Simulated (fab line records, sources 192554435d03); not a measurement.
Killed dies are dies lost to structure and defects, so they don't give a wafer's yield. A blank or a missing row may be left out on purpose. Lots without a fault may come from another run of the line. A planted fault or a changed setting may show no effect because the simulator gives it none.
One fault seen from 2 desks | flow n5_finfet | each desk has only its own numbers; what lay behind them comes last

THE METROLOGY DESK
What the gauges read, lot by lot, whatever tool the lot ran on: means of the sampled wafers that have a number. A lot is out of limits, marked OUT, if its mean lies more than 4 standard deviations from the usual mean; the brackets give that distance.
Columns: A = cd_nm at N5_DUMMY_GATE_CD_MEAS_15, usual 24.99 nm
lot  | first seen here | A
L616 | day 3 07:05     | 24.95
L617 | day 3 10:31     | 25.00
L625 | day 5 10:58     | 25.12
L627 | day 5 23:21     | 25.16
L628 | day 6 07:50     | 25.28
L631 | day 7 00:24     | 25.20
L633 | day 7 10:57     | 24.85
L634 | day 7 16:50     | 24.92
L635 | day 7 21:59     | 24.77
L636 | day 8 04:45     | 25.21
L637 | day 8 09:58     | 24.82
L638 | day 8 15:21     | 24.67
This desk's finding: nothing out of limits on any of the 12 lots.

THE TOOL OWNER'S DESK: rie_diel-06
The tool's own readings at N5_DUMMY_GATE_ETCH_37 (etches SOC in N2/H2, target depth 60 nm, overetch 30 nm): means of the sampled wafers that have a number, for each lot that ran on this tool. A lot is out of limits, marked OUT, if its mean lies more than 4 standard deviations from the usual mean; the brackets give that distance.
Columns: A = drypump_motor_current_A at N5_DUMMY_GATE_ETCH_37, usual 5.8 A; B = oes_product_au at N5_DUMMY_GATE_ETCH_37, usual 0.64 a.u.; C = rf_fwd_power_W at N5_DUMMY_GATE_ETCH_37, usual 830 W; D = rf_vpp_V at N5_DUMMY_GATE_ETCH_37, usual 524.8 V; E = showerhead_plenum_p_Torr at N5_DUMMY_GATE_ETCH_37, usual 2.58 Torr; F = throttle_valve_pct at N5_DUMMY_GATE_ETCH_37, usual 17.78 %
lot  | first seen here | A   | B    | C              | D                | E    | F
L617 | day 3 10:47     | 6.0 | 0.60 | 832            | 524.8            | 2.61 | 17.76
L625 | day 5 11:19     | 5.8 | 0.68 | 828            | 527.5            | 2.69 | 17.61
L627 | day 5 23:37     | 5.8 | 0.76 | 829            | 525.9            | 2.60 | 17.49
L628 | day 6 08:13     | 6.0 | 0.73 | 832            | 526.2            | 2.62 | 17.47
L631 | day 7 00:40     | 6.0 | 0.54 | 1033 (+58) OUT | 487.9 (-14) OUT  | 2.51 | 17.99
L633 | day 7 11:16     | 6.0 | 0.54 | 1032 (+58) OUT | 486.8 (-14) OUT  | 2.50 | 17.97
L634 | day 7 17:23     | 5.7 | 0.63 | 896 (+19) OUT  | 513.3 (-4.3) OUT | 2.59 | 17.78
This desk's finding: out of limits on L631, L633, L634; first on L631, day 7 00:40 (rf_fwd_power_W at N5_DUMMY_GATE_ETCH_37). In limits: L617, L625, L627, L628.

PUT TOGETHER
The tool owner's desk could have raised an alarm at day 7 00:40, on L631, L633, L634.
The metrology desk saw nothing out of limits.
The metrology desk has L631, L633, L634 on record, within its limits.
Of the lots named, all ran N5_DUMMY_GATE_ETCH_37 on rie_diel-06.

WHAT THE SIMULATOR HAD PUT IN
Process parameter drift: rie_diel-06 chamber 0, from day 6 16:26 on, at N5_DUMMY_GATE_ETCH_37. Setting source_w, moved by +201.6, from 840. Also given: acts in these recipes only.
Lots struck among those shown: L631, L633, L634.
Hours from the fault's start to each desk's first reading out of limits: the tool owner's desk, 8.
